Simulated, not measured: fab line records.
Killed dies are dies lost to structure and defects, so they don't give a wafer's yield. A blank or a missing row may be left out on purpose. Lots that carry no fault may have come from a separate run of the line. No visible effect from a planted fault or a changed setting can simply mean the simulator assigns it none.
What tool caused it? | flow nand-harc | at 1 step of a route of 1302, 6 lots with 18 wafers sampled

## WHAT THE GAUGES SHOWED, per wafer
NHARC_P_CONTACT_INSPECT_27.
lot  | measured     | on                | raw-defect-count
L756 | day 6 16:29  | defect-inspect-01 | 239 292 142
L760 | day 8 01:08  | defect-inspect-01 | 354 657 459
L770 | day 12 14:07 | defect-inspect-02 | 407 287 202
L773 | day 13 18:31 | defect-inspect-02 | 178 246 271
L776 | day 15 00:12 | defect-inspect-02 | 138 261 297
L777 | day 15 02:17 | defect-inspect-01 | 159 181 257

## WHAT TOOL EACH LOT RAN ON (gives the tool, then ch and the chambers of the sampled wafers, and finally the start)
No process step before these readings appears in the record.

## THE ANSWER, worked out from the rows above alone
Rule: the usual values come from the lots themselves. The widest of any qualifying gaps counts: lots, ordered by their means at a reading, are off when they make up no more than a third of the lots, leave a main group of 4 or more, and stand apart from it by 3 or more times the standard deviation of that group's means. If all means in a main group match to the digits the tables above print for the reading, that group is not used. A lot without any number at a reading at which 4 lots or more have one is off too. The other lots that the step has rows for count as sound.
Off at NHARC_P_CONTACT_INSPECT_27 (raw-defect-count): L760. Mean 237 and standard deviation 33 in the main group.
A tool fits if, at a process step before that reading, it ran every lot that is off, and no sound lot after the first of them. Gauges at NHARC_P_CONTACT_INSPECT_27: tried the same way as those tools. Of those tried, none fits.

## WHAT THE SIMULATOR HAD INSERTED
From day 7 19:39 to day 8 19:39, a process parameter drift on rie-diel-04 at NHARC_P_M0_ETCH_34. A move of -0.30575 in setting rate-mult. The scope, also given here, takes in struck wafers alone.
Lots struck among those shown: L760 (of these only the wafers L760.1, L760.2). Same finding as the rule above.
